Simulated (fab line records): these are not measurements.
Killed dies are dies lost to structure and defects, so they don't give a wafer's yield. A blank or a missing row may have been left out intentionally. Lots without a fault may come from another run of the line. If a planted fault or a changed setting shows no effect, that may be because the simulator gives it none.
fab line records	flow n5_finfet
record lots=24	wafers=72	last_day=18
route steps=1938 shown STI_FIN_REVEAL@188 DUMMY_GATE@232 SPACER0@260
lots that met no fault: taken from a fault-free run of the same line
start_h: start of the lot's first displayed wafer, in hours after the record's first day	wait_h: hours from the lot's prior step to this one	" same as the row above	L1.1+2: several wafers, shown together as one row	- no value present, or no start provided	* or withheld: withheld	< > ~ a bound
route shown NAME@n: a module of which the file shows steps, and the number in the route of the first	usual: the fault-free wafers' mean and standard deviation	same: alike in all rows	chamber/n: place in a boat	sites: readings site by site	_std_site: their standard deviation	_edge_site: the outer-site mean with the inner-site mean subtracted	radius_mm: for every site, how far away it sits from the centre of the wafer	mask NAME#n: copy n	behind: the most recent tool/chamber to have shaped the wafer	hold: cause of the lot's hold/its duration in hours/its outcome	device: names the non-switching transistor (n, p or np)	end of line: tests run on the same wafers once the route is complete	where a step has no rows: the recipe by itself	killed: count of dies lost to structure and defects at first sort (not the wafer's yield)	map: per-die view of a wafer (x killed, . not killed, _ where there is no die)
set.NAME: the run value of the setting; set.NAME@STEP: its run value at that earlier step	model.NAME: the simulator's own value behind a step, which no gauge read
a sample of lots followed through the steps of the route, with each step as a table and each wafer as a row
services: a tool's chamber out of use, with start hour (start_h, from the record's first day; less than 0 if before it), hours out, and reason
## steps
# step N5_STI_FIN_REVEAL_THK_MEAS_05
# usual thk_nm=132.1/1.4
lot.wafer	tool	chamber	start_h	wait_h	thk_nm
L074.3	film_metro-02	-	34.85	-	130.9
L074.5	"	-	"	"	129.7
L074.6	"	-	"	"	128.9
L075.2	film_metro-01	-	40.13	-	131.0
L075.4	"	-	"	"	133.1
L075.6	"	-	"	"	133.7
L076.1	film_metro-01	-	46.96	-	132.9
L076.4	"	-	"	"	133.5
L076.5	"	-	"	"	132.3
L077.1	film_metro-02	-	52.02	-	131.3
L077.4	"	-	"	"	129.9
L077.6	"	-	"	"	130.5
L078.1	film_metro-02	-	60.55	-	133.0
L078.5	"	-	"	"	132.5
L078.6	"	-	"	"	132.1
L079.1	film_metro-02	-	64.52	-	134.6
L079.2	"	-	"	"	132.7
L079.3	"	-	"	"	133.0
L080.1	film_metro-02	-	72.05	-	132.1
L080.3	"	-	"	"	132.7
L080.6	"	-	"	"	131.7
L081.1	film_metro-02	-	77.63	-	132.1
L081.2	"	-	"	"	133.4
L081.5	"	-	"	"	131.2
L082.3	film_metro-02	-	83.52	-	130.9
L082.4	"	-	"	"	131.2
L082.6	"	-	"	"	130.4
L083.2	film_metro-02	-	88.50	-	129.2
L083.4	"	-	"	"	132.3
L083.6	"	-	"	"	129.0
L084.2	film_metro-01	-	93.19	-	131.3
L084.3	"	-	"	"	130.6
L084.4	"	-	"	"	133.6
L085.1	film_metro-02	-	103.05	-	133.8
L085.2	"	-	"	"	131.8
L085.5	"	-	"	"	132.3
L086.2	film_metro-01	-	107.99	-	135.1
L086.3	"	-	"	"	132.6
L086.5	"	-	"	"	132.0
L087.1	film_metro-01	-	112.11	-	131.8
L087.4	"	-	"	"	132.5
L087.5	"	-	"	"	131.9
L088.2	film_metro-02	-	119.46	-	131.1
L088.4	"	-	"	"	132.9
L088.5	"	-	"	"	131.5
L089.1	film_metro-02	-	123.48	-	131.6
L089.5	"	-	"	"	131.7
L089.6	"	-	"	"	132.6
L090.3	film_metro-01	-	129.53	-	132.6
L090.4	"	-	"	"	132.3
L090.6	"	-	"	"	130.9
L091.1	film_metro-01	-	135.41	-	132.8
L091.5	"	-	"	"	130.7
L091.6	"	-	"	"	132.6
L092.1	film_metro-02	-	142.14	-	130.5
L092.3	"	-	"	"	130.8
L092.4	"	-	"	"	132.0
L093.1	film_metro-02	-	147.46	-	133.0
L093.4	"	-	"	"	134.8
L093.6	"	-	"	"	132.2
L094.2	film_metro-02	-	155.85	-	132.0
L094.4	"	-	"	"	130.8
L094.5	"	-	"	"	130.0
L095.3	film_metro-02	-	162.53	-	134.6
L095.5	"	-	"	"	134.3
L095.6	"	-	"	"	133.9
L096.1	film_metro-02	-	166.36	-	133.0
L096.4	"	-	"	"	130.5
L096.5	"	-	"	"	130.4
L097.1	film_metro-01	-	173.47	-	133.4
L097.5	"	-	"	"	133.8
L097.6	"	-	"	"	132.5
# step N5_STI_FIN_REVEAL_ETCH_34
# recipe chemistry=H2	mode=isotropic	material=Si	target=Si	target_depth_a=9.7	temp_c=20	pressure_mtorr=4.5	icp_w=300	bias_w=0	h2_flow_sccm=7.5	he_flow_sccm=142.5
# usual drypump_motor_current_A=5.7/0.45	oes_product_au=0.992/0.0097	throttle_valve_pct=25.5/0.44
lot.wafer	tool	chamber	start_h	wait_h	drypump_motor_current_A	oes_product_au	rf_hours_counter_h	throttle_valve_pct
L074.3	rie_si-06	3	37.45	0.1	6.0	0.993	71	25.5
L074.5	"	0	"	"	4.8	0.987	-	25.7
L074.6	"	3	"	"	6.0	1.002	-	25.4
L075.2	rie_si-01	2	42.78	0.1	5.3	0.987	89	25.1
L075.4	"	0	"	"	6.0	0.991	35	25.4
L075.6	"	3	"	"	5.3	0.992	-	25.6
L076.1	rie_si-04	3	49.61	0.2	5.6	0.997	2	26.3
L076.4	"	2	"	"	6.4	1.011	9	24.7
L076.5	"	2	"	"	6.5	1.006	-	24.6
L077.1	rie_si-06	1	54.75	0.2	5.8	0.998	96	25.4
L077.4	"	3	"	"	6.0	1.003	72	25.4
L077.6	"	0	"	"	4.8	0.969	-	25.7
L078.1	rie_si-01	2	63.16	0.2	5.3	0.985	90	25.1
L078.5	"	3	"	"	5.3	0.986	-	25.6
L078.6	"	0	"	"	6.1	0.984	-	25.4
L079.1	rie_si-04	3	67.10	0.2	5.6	0.988	2	26.3
L079.2	"	2	"	"	6.4	1.013	9	24.6
L079.3	"	0	"	"	5.6	0.989	124	26.5
L080.1	rie_si-04	1	74.63	0.2	5.5	0.983	107	25.4
L080.3	"	3	"	"	5.6	0.997	2	26.3
L080.6	"	2	"	"	6.4	0.999	-	24.6
L081.1	rie_si-06	1	80.24	0.2	5.8	0.988	96	25.4
L081.2	"	2	"	"	5.5	0.994	55	26.1
L081.5	"	1	"	"	5.8	1.000	-	25.4
L082.3	rie_si-06	0	86.18	0.1	4.8	0.986	26	25.7
L082.4	"	2	"	"	5.5	0.986	55	26.1
L082.6	"	3	"	"	6.0	1.006	-	25.5
L083.2	rie_si-01	2	91.22	0.1	5.4	0.984	90	25.1
L083.4	"	0	"	"	6.0	0.982	36	25.4
L083.6	"	2	"	"	5.3	0.985	-	25.1
L084.2	rie_si-06	0	95.94	0.1	4.8	0.986	26	25.7
L084.3	"	1	"	"	5.8	1.002	96	25.4
L084.4	"	2	"	"	5.5	0.993	55	26.1
L085.1	rie_si-01	0	105.70	0.2	6.0	0.991	37	25.4
L085.2	"	2	"	"	5.4	0.991	91	25.1
L085.5	"	1	"	"	6.3	1.012	-	25.2
L086.2	rie_si-01	1	110.57	0.1	6.3	0.992	1	25.2
L086.3	"	0	"	"	6.0	0.978	37	25.4
L086.5	"	3	"	"	5.3	0.994	-	25.7
L087.1	rie_si-04	1	115.08	0.2	5.5	0.994	108	25.4
L087.4	"	2	"	"	6.4	1.009	10	24.7
L087.5	"	2	"	"	6.4	1.008	-	24.7
L088.2	rie_si-06	2	122.25	0.1	5.5	1.002	55	26.1
L088.4	"	3	"	"	6.0	0.997	73	25.4
L088.5	"	1	"	"	5.8	0.990	-	25.4
L089.1	rie_si-01	3	126.14	0.2	5.3	0.995	61	25.7
L089.5	"	3	"	"	5.3	0.994	-	25.7
L089.6	"	0	"	"	6.0	0.984	-	25.4
L090.3	rie_si-06	1	132.79	0.1	5.8	1.005	97	25.4
L090.4	"	2	"	"	5.5	0.999	56	26.1
L090.6	"	3	"	"	6.0	0.996	-	25.4
L091.1	rie_si-04	3	138.02	0.2	5.6	0.993	3	26.3
L091.5	"	3	"	"	5.6	0.987	-	26.3
L091.6	"	2	"	"	6.4	0.995	-	24.6
L092.1	rie_si-06	0	144.94	0.2	4.8	0.991	27	25.7
L092.3	"	3	"	"	6.0	1.009	73	25.5
L092.4	"	2	"	"	5.5	1.004	56	26.1
L093.1	rie_si-01	2	150.06	0.2	5.4	0.986	92	25.1
L093.4	"	3	"	"	5.3	0.991	61	25.7
L093.6	"	0	"	"	6.0	0.981	-	25.4
L094.2	rie_si-01	2	158.71	0.1	5.3	0.985	92	25.1
L094.4	"	3	"	"	5.3	0.988	61	25.7
L094.5	"	3	"	"	5.3	0.984	-	25.6
L095.3	rie_si-01	0	165.41	0.1	6.1	0.975	38	25.4
L095.5	"	0	"	"	6.0	0.982	-	25.4
L095.6	"	3	"	"	5.3	0.987	-	25.6
L096.1	rie_si-06	2	169.47	0.2	5.5	0.994	56	26.1
L096.4	"	0	"	"	4.8	0.980	27	25.7
L096.5	"	1	"	"	5.8	1.005	-	25.4
L097.1	rie_si-04	0	176.06	0.2	5.6	0.984	126	26.5
L097.5	"	1	"	"	5.5	0.983	-	25.4
L097.6	"	2	"	"	6.4	0.999	-	24.6
# step N5_STI_FIN_REVEAL_INSPECT_13
# recipe inspect_instrument=darkfield	mode=post_clean
# usual raw_defect_count=12/5.2
lot.wafer	tool	chamber	start_h	wait_h	raw_defect_count
L074.3	defect_inspect-02	-	38.15	0.0	27
L074.5	"	-	"	"	14
L074.6	"	-	"	"	11
L075.2	defect_inspect-02	-	43.47	0.0	14
L075.4	"	-	"	"	11
L075.6	"	-	"	"	10
L076.1	defect_inspect-02	-	50.31	0.0	6
L076.4	"	-	"	"	18
L076.5	"	-	"	"	9
L077.1	defect_inspect-02	-	55.54	0.0	20
L077.4	"	-	"	"	9
L077.6	"	-	"	"	8
L078.1	defect_inspect-02	-	63.86	0.0	12
L078.5	"	-	"	"	7
L078.6	"	-	"	"	9
L079.1	defect_inspect-02	-	67.79	0.0	24
L079.2	"	-	"	"	10
L079.3	"	-	"	"	17
L080.1	defect_inspect-02	-	75.34	0.0	25
L080.3	"	-	"	"	10
L080.6	"	-	"	"	18
L081.1	defect_inspect-02	-	80.98	0.0	6
L081.2	"	-	"	"	14
L081.5	"	-	"	"	9
L082.3	defect_inspect-02	-	86.87	0.0	11
L082.4	"	-	"	"	16
L082.6	"	-	"	"	19
L083.2	defect_inspect-01	-	91.91	0.0	26
L083.4	"	-	"	"	12
L083.6	"	-	"	"	9
L084.2	defect_inspect-02	-	96.64	0.0	15
L084.3	"	-	"	"	8
L084.4	"	-	"	"	18
L085.1	defect_inspect-02	-	106.40	0.0	7
L085.2	"	-	"	"	11
L085.5	"	-	"	"	6
L086.2	defect_inspect-01	-	111.27	0.0	13
L086.3	"	-	"	"	5
L086.5	"	-	"	"	10
L087.1	defect_inspect-01	-	115.78	0.0	13
L087.4	"	-	"	"	10
L087.5	"	-	"	"	14
L088.2	defect_inspect-01	-	122.95	0.0	7
L088.4	"	-	"	"	17
L088.5	"	-	"	"	15
L089.1	defect_inspect-01	-	126.84	0.0	14
L089.5	"	-	"	"	8
L089.6	"	-	"	"	12
L090.3	defect_inspect-01	-	133.49	0.0	13
L090.4	"	-	"	"	10
L090.6	"	-	"	"	20
L091.1	defect_inspect-01	-	138.73	0.0	10
L091.5	"	-	"	"	10
L091.6	"	-	"	"	11
L092.1	defect_inspect-01	-	145.65	0.0	10
L092.3	"	-	"	"	6
L092.4	"	-	"	"	5
L093.1	defect_inspect-01	-	152.88	0.0	9
L093.4	"	-	"	"	11
L093.6	"	-	"	"	10
L094.2	defect_inspect-01	-	159.48	0.0	11
L094.4	"	-	"	"	13
L094.5	"	-	"	"	19
L095.3	defect_inspect-01	-	166.31	0.0	18
L095.5	"	-	"	"	7
L095.6	"	-	"	"	24
L096.1	defect_inspect-02	-	170.16	0.0	10
L096.4	"	-	"	"	26
L096.5	"	-	"	"	8
L097.1	defect_inspect-02	-	176.76	0.0	11
L097.5	"	-	"	"	6
L097.6	"	-	"	"	8
# step N5_DUMMY_GATE_OVL_MEAS_16
# recipe points_per_wafer=522
# usual GATE_OVL=-0.5/0.59
lot.wafer	tool	chamber	start_h	wait_h	GATE_OVL[nm]
L074.3	overlay-01	0	46.70	0.0	-0.6
L074.5	"	0	"	"	-0.9
L074.6	"	0	"	"	-0.4
L075.2	overlay-02	0	53.36	0.0	0.4
L075.4	"	0	"	"	-0.6
L075.6	"	0	"	"	-0.4
L076.1	overlay-02	0	59.00	0.0	-1.0
L076.4	"	0	"	"	-1.7
L076.5	"	0	"	"	-0.5
L077.1	overlay-02	0	64.31	0.0	-0.3
L077.4	"	0	"	"	0.0
L077.6	"	0	"	"	0.0
L078.1	overlay-01	0	72.52	0.0	-0.9
L078.5	"	0	"	"	-0.5
L078.6	"	0	"	"	-0.3
L079.1	overlay-01	0	76.43	0.0	-1.0
L079.2	"	0	"	"	-0.9
L079.3	"	0	"	"	-0.7
L080.1	overlay-02	0	83.86	0.0	0.4
L080.3	"	0	"	"	0.3
L080.6	"	0	"	"	-0.5
L081.1	overlay-01	0	89.49	0.0	0.2
L081.2	"	0	"	"	0.9
L081.5	"	0	"	"	1.3
L082.3	overlay-01	0	95.61	0.0	-0.9
L082.4	"	0	"	"	-0.9
L082.6	"	0	"	"	-0.2
L083.2	overlay-02	0	100.57	0.0	-0.4
L083.4	"	0	"	"	-1.4
L083.6	"	0	"	"	-0.5
L084.2	overlay-02	0	106.59	0.0	-0.5
L084.3	"	0	"	"	-1.0
L084.4	"	0	"	"	-0.7
L085.1	overlay-02	0	115.05	0.0	-1.4
L085.2	"	0	"	"	-0.8
L085.5	"	0	"	"	-0.7
L086.2	overlay-01	0	119.79	0.0	0.2
L086.3	"	0	"	"	-1.0
L086.5	"	0	"	"	-1.1
L087.1	overlay-01	0	124.31	0.0	-0.9
L087.4	"	0	"	"	-1.3
L087.5	"	0	"	"	-0.3
L088.2	overlay-02	0	131.71	0.0	-0.2
L088.4	"	0	"	"	-0.3
L088.5	"	0	"	"	-0.3
L089.1	overlay-01	0	137.20	0.0	-0.5
L089.5	"	0	"	"	-1.7
L089.6	"	0	"	"	-1.4
L090.3	overlay-02	0	143.83	0.0	-1.5
L090.4	"	0	"	"	-1.1
L090.6	"	0	"	"	-0.3
L091.1	overlay-02	0	147.70	0.0	-0.7
L091.5	"	0	"	"	0.1
L091.6	"	0	"	"	-0.6
L092.1	overlay-02	0	154.29	0.0	0.3
L092.3	"	0	"	"	0.5
L092.4	"	0	"	"	-0.5
L093.1	overlay-02	0	163.35	0.0	-0.1
L093.4	"	0	"	"	-1.2
L093.6	"	0	"	"	-1.5
L094.2	overlay-02	0	168.13	0.0	-0.2
L094.4	"	0	"	"	-1.1
L094.5	"	0	"	"	-1.1
L095.3	overlay-01	0	175.01	0.0	-0.7
L095.5	"	0	"	"	-0.8
L095.6	"	0	"	"	-0.5
L096.1	overlay-02	0	178.67	0.0	-0.4
L096.4	"	0	"	"	0.3
L096.5	"	0	"	"	-0.7
L097.1	overlay-02	0	185.40	0.0	-0.5
L097.5	"	0	"	"	-0.4
L097.6	"	0	"	"	-0.5
# step N5_DUMMY_GATE_ETCH_32
# recipe chemistry=CF4	target=SiO2	target_depth_a=35	time_s=3.9	ion_energy_ev=350	pressure_mtorr=10	icp_w=800	bias_w=400	cf4_flow_sccm=80
# usual drypump_motor_current_A=5.8/0.43	oes_product_au=1.000/0.021	throttle_valve_pct=21.7/0.38
lot.wafer	tool	chamber	start_h	wait_h	drypump_motor_current_A	oes_product_au	rf_hours_counter_h	throttle_valve_pct
L074.3	rie_si-02	1	49.02	0.1	6.2	1.048	139	22.1
L074.5	"	0	"	"	6.2	0.998	-	21.7
L074.6	"	3	"	"	5.8	0.997	-	22.1
L075.2	rie_si-03	1	55.58	0.1	5.7	1.008	171	22.3
L075.4	"	2	"	"	5.4	0.985	115	21.6
L075.6	"	1	"	"	5.7	1.008	-	22.3
L076.1	rie_si-05	0	59.77	0.1	6.5	0.991	163	21.0
L076.4	"	1	"	"	5.2	0.982	96	22.1
L076.5	"	0	"	"	6.5	0.985	-	21.0
L077.1	rie_si-05	1	65.07	0.1	5.3	0.986	96	22.1
L077.4	"	3	"	"	5.8	0.979	173	21.7
L077.6	"	3	"	"	5.9	0.975	-	21.7
L078.1	rie_si-02	3	73.45	0.1	5.8	0.990	64	22.1
L078.5	"	0	"	"	6.2	0.995	-	21.7
L078.6	"	1	"	"	6.2	1.050	-	22.1
L079.1	rie_si-05	1	77.19	0.1	5.3	0.991	96	22.0
L079.2	"	0	"	"	6.5	0.996	163	21.1
L079.3	"	2	"	"	6.2	1.022	50	21.4
L080.1	rie_si-02	1	85.17	0.1	6.2	1.056	140	22.1
L080.3	"	0	"	"	6.3	1.002	131	21.7
L080.6	"	3	"	"	5.7	0.990	-	22.1
L081.1	rie_si-03	1	90.25	0.1	5.6	1.008	171	22.3
L081.2	"	0	"	"	5.1	0.980	49	21.8
L081.5	"	1	"	"	5.7	1.006	-	22.3
L082.3	rie_si-05	2	97.47	0.1	6.2	1.009	50	21.4
L082.4	"	1	"	"	5.3	0.986	97	22.0
L082.6	"	0	"	"	6.4	0.995	-	21.0
L083.2	rie_si-02	3	101.40	0.1	5.7	0.988	65	22.1
L083.4	"	3	"	"	5.8	0.992	-	22.1
L083.6	"	1	"	"	6.2	1.048	-	22.1
L084.2	rie_si-05	3	107.52	0.1	5.9	0.974	174	21.8
L084.3	"	1	"	"	5.3	0.981	97	22.1
L084.4	"	0	"	"	6.4	1.000	164	21.1
L085.1	rie_si-02	2	115.81	0.1	5.6	1.015	8	21.9
L085.2	"	3	"	"	5.8	0.993	65	22.1
L085.5	"	3	"	"	5.8	0.981	-	22.1
L086.2	rie_si-03	1	120.55	0.1	5.7	1.006	172	22.3
L086.3	"	2	"	"	5.4	0.967	117	21.6
L086.5	"	1	"	"	5.7	1.008	-	22.3
L087.1	rie_si-05	2	125.07	0.1	6.2	1.018	51	21.4
L087.4	"	1	"	"	5.2	1.002	97	22.1
L087.5	"	0	"	"	6.5	0.989	-	21.1
L088.2	rie_si-02	1	133.10	0.1	6.2	1.047	141	22.1
L088.4	"	2	"	"	5.6	1.023	8	21.9
L088.5	"	2	"	"	5.6	1.025	-	21.9
L089.1	rie_si-03	2	138.09	0.1	5.4	0.989	117	21.6
L089.5	"	0	"	"	5.2	0.982	-	21.8
L089.6	"	3	"	"	5.4	1.007	-	21.2
L090.3	rie_si-03	3	144.58	0.1	5.4	1.025	8	21.2
L090.4	"	0	"	"	5.2	0.983	50	21.8
L090.6	"	3	"	"	5.4	1.027	-	21.2
L091.1	rie_si-03	0	148.89	0.1	5.2	0.976	50	21.8
L091.5	"	0	"	"	5.1	0.984	-	21.8
L091.6	"	1	"	"	5.6	1.009	-	22.3
L092.1	rie_si-02	2	155.06	0.1	5.6	1.021	8	21.9
L092.3	"	0	"	"	6.3	0.995	132	21.7
L092.4	"	3	"	"	5.8	0.998	66	22.1
L093.1	rie_si-05	1	164.28	0.1	5.2	0.977	98	22.1
L093.4	"	3	"	"	5.8	0.987	175	21.8
L093.6	"	0	"	"	6.4	0.985	-	21.0
L094.2	rie_si-05	1	168.89	0.1	5.3	0.984	98	22.0
L094.4	"	0	"	"	6.5	0.981	165	21.1
L094.5	"	3	"	"	5.9	0.985	-	21.7
L095.3	rie_si-05	1	175.76	0.1	5.3	0.976	98	22.1
L095.5	"	0	"	"	6.5	0.988	-	21.1
L095.6	"	1	"	"	5.3	0.984	-	22.1
L096.1	rie_si-03	1	179.68	0.1	5.7	1.012	173	22.3
L096.4	"	3	"	"	5.4	1.013	9	21.2
L096.5	"	1	"	"	5.7	0.998	-	22.3
L097.1	rie_si-02	2	186.25	0.1	5.6	1.017	9	21.9
L097.5	"	3	"	"	5.8	1.000	-	22.1
L097.6	"	0	"	"	6.3	0.995	-	21.7
# step N5_SPACER0_ALD_08
# recipe material=SiNx	target_thk_a=20	temp_c=400	ald_precursor_family=SiH2I2	ald_co_reactant=N2/H2-plasma	pressure_torr=2
# usual heater_power_w=832/110
lot.wafer	tool	chamber	start_h	wait_h	heater_power_w
L074.3	ald_sin-03	3	50.38	0.1	689
L074.5	"	1	"	"	751
L074.6	"	2	"	"	986
L075.2	ald_sin-03	3	56.61	0.1	675
L075.4	"	2	"	"	994
L075.6	"	3	"	"	690
L076.1	ald_sin-02	0	60.99	0.1	711
L076.4	"	3	"	"	871
L076.5	"	0	"	"	722
L077.1	ald_sin-03	1	66.00	0.1	728
L077.4	"	3	"	"	670
L077.6	"	0	"	"	935
L078.1	ald_sin-02	2	74.38	0.1	868
L078.5	"	3	"	"	880
L078.6	"	0	"	"	731
L079.1	ald_sin-02	3	78.12	0.1	880
L079.2	"	1	"	"	834
L079.3	"	0	"	"	725
L080.1	ald_sin-02	2	86.29	0.1	881
L080.3	"	3	"	"	849
L080.6	"	2	"	"	871
L081.1	ald_sin-03	3	91.19	0.1	686
L081.2	"	2	"	"	1010
L081.5	"	1	"	"	743
L082.3	ald_sin-02	2	99.28	0.1	887
L082.4	"	3	"	"	876
L082.6	"	2	"	"	885
L083.2	ald_sin-02	3	102.34	0.1	856
L083.4	"	1	"	"	842
L083.6	"	3	"	"	846
L084.2	ald_sin-01	3	108.54	0.1	753
L084.3	"	2	"	"	962
L084.4	"	1	"	"	699
L085.1	ald_sin-03	1	116.74	0.1	732
L085.2	"	3	"	"	691
L085.5	"	1	"	"	741
L086.2	ald_sin-02	2	121.48	0.1	883
L086.3	"	0	"	"	721
L086.5	"	3	"	"	869
L087.1	ald_sin-03	1	126.00	0.1	748
L087.4	"	2	"	"	1023
L087.5	"	2	"	"	990
L088.2	ald_sin-03	1	134.06	0.1	746
L088.4	"	2	"	"	1023
L088.5	"	2	"	"	1021
L089.1	ald_sin-02	2	139.04	0.1	889
L089.5	"	0	"	"	743
L089.6	"	2	"	"	885
L090.3	ald_sin-03	2	145.51	0.1	1022
L090.4	"	3	"	"	695
L090.6	"	2	"	"	1029
L091.1	ald_sin-03	2	150.27	0.1	981
L091.5	"	1	"	"	752
L091.6	"	0	"	"	972
L092.1	ald_sin-03	0	157.82	0.1	939
L092.3	"	1	"	"	740
L092.4	"	2	"	"	1007
L093.1	ald_sin-03	3	165.22	0.1	685
L093.4	"	2	"	"	1030
L093.6	"	0	"	"	940
L094.2	ald_sin-01	3	169.84	0.1	749
L094.4	"	1	"	"	733
L094.5	"	2	"	"	933
L095.3	ald_sin-03	2	176.69	0.1	1009
L095.5	"	1	"	"	736
L095.6	"	2	"	"	1032
L096.1	ald_sin-02	3	180.94	0.1	856
L096.4	"	2	"	"	889
L096.5	"	3	"	"	856
L097.1	ald_sin-02	2	187.71	0.1	889
L097.5	"	1	"	"	839
L097.6	"	2	"	"	881
## services
tool	chamber	start_h	hours	kind
ald_sin-03	-	16.11	0.7	repair
ald_sin-02	-	19.39	6.0	pm
ald_sin-03	2	24.56	4.6	repair
ald_sin-03	-	30.24	0.7	repair
ald_sin-03	-	42.67	4.3	pm
rie_si-01	1	56.45	16.6	repair
ald_sin-01	-	85.25	14.0	pm
ald_sin-01	0	85.25	14.0	vent_cycle
ald_sin-01	1	85.25	14.0	vent_cycle
ald_sin-01	2	85.25	19.8	vent_cycle
ald_sin-01	3	85.25	14.0	vent_cycle
rie_si-04	-	86.87	0.8	repair
rie_si-02	2	95.57	6.3	repair
ald_sin-01	0	99.25	-	clean
ald_sin-01	1	99.25	-	clean
ald_sin-01	3	99.25	-	clean
ald_sin-01	-	145.61	14.6	pm
rie_si-06	-	153.09	4.3	pm
ald_sin-02	2	161.86	7.6	repair
ald_sin-01	0	163.64	3.5	repair
## key
fault none
